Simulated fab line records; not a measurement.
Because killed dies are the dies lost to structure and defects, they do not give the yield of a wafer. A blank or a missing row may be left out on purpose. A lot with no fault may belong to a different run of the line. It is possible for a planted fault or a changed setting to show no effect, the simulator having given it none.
Comparing a struck lot with a sound one | flow nandHarc | 14 out of 1159 route steps
Sound: the wafers L664.1, L664.4, L664.6. The struck wafers were L679.1, L679.4, L679.6. The cause comes at the end.
At each step with rows: each side's tool, then ch and its chambers, then its first start. Under that, the readings that differ: sound wafers | struck wafers | difference of the means | sigmas: that difference in standard deviations of wafers without a fault.
alike: readings whose means differ by less than 2 such deviations, and words and numbers that are the same on both sides. not compared: withheld readings, readings that some wafer has no value for, bounds like >300 that may hide the same value, and numbers for which the record gives no deviation and whose values overlap.
Wherever a step has rows on one side only, a row that says differs or no value, or a row with sigmas, the two part there. Numbers that don't overlap but have no deviation are shown without sigmas and don't part them. A reading that every wafer of one side lacks parts them only if that side has two wafers or more.

NHARC_A_SOURCE_PLATE_THK_MEAS_09: measures by ellipsometry.
  sound on filmMetro-02 at day 7 23:23; struck on filmMetro-01 at day 11 17:59
  alike: thkNm
then, 3 steps without rows for these wafers: NHARC_A_SOURCE_PLATE_PVD_04 (deposits WSi2, target thk 50 nm); NHARC_A_SOURCE_PLATE_CVD_03 (deposits poly-Si, target thk 200 nm, time 4000 s); NHARC_A_SOURCE_PLATE_ANNEAL_05 (time 1800 s).
NHARC_A_SOURCE_PLATE_THK_MEAS_06: measures by ellipsometry.
  sound on filmMetro-02 at day 8 12:19; struck on filmMetro-01 at day 12 07:22
  alike: thkNm
NHARC_A_SOURCE_PLATE_INSPECT_08:
  sound on defectInspect-02 at day 8 12:23; struck on defectInspect-02 at day 12 07:27
  alike: rawDefectCount
then, no rows for these wafers at 1 step: NHARC_A_ONON_D1_DEP_00 (target thk 1000 nm).
NHARC_A_ONON_D1_THK_MEAS_02: measures by ellipsometry.
  sound on filmMetro-02 at day 8 12:58; struck on filmMetro-02 at day 12 08:02
  alike: thkNm
then, no rows for these wafers at 1 step: NHARC_A_ONON_D1_DEP_03 (target thk 1000 nm).
NHARC_A_ONON_D1_THK_MEAS_05: measures by ellipsometry.
  sound on filmMetro-02 at day 8 13:32; struck on filmMetro-02 at day 12 08:36
  alike: thkNm
NHARC_A_ONON_D1_DEP_06: target thk 1000 nm.
  sound on pecvdOnon-03 ch 0, day 8 13:36; struck on pecvdOnon-03 ch 0, day 12 08:39
  alike: n2oFlowSccm
NHARC_A_ONON_D1_THK_MEAS_08: measures by ellipsometry.
  sound on filmMetro-02 at day 8 14:07; struck on filmMetro-02 at day 12 09:10
reading    | sound          | struck      | difference | sigmas
thkNm (nm) | 1006 1006 1004 | 672 673 670 | -334       | -33
then, no rows for these wafers at 1 step: NHARC_A_ONON_D1_DEP_09 (target thk 1000 nm).
-- the record jumps here: 12 days lie between the struck wafers' starts before and after (it left off in module A_ONON_D1 and takes up again in module END, whose first step shown is number 1159 of the route) --
NHARC_END_SORT_01:
  at this point the record logs the struck wafers (prober-02 ch 0, day 24 06:47) and has no rows for the sound ones

## WHERE THEY PART
Last at NHARC_END_SORT_01 as far as this record goes, first at NHARC_A_ONON_D1_THK_MEAS_08.

WHY: what had been put in by the simulator
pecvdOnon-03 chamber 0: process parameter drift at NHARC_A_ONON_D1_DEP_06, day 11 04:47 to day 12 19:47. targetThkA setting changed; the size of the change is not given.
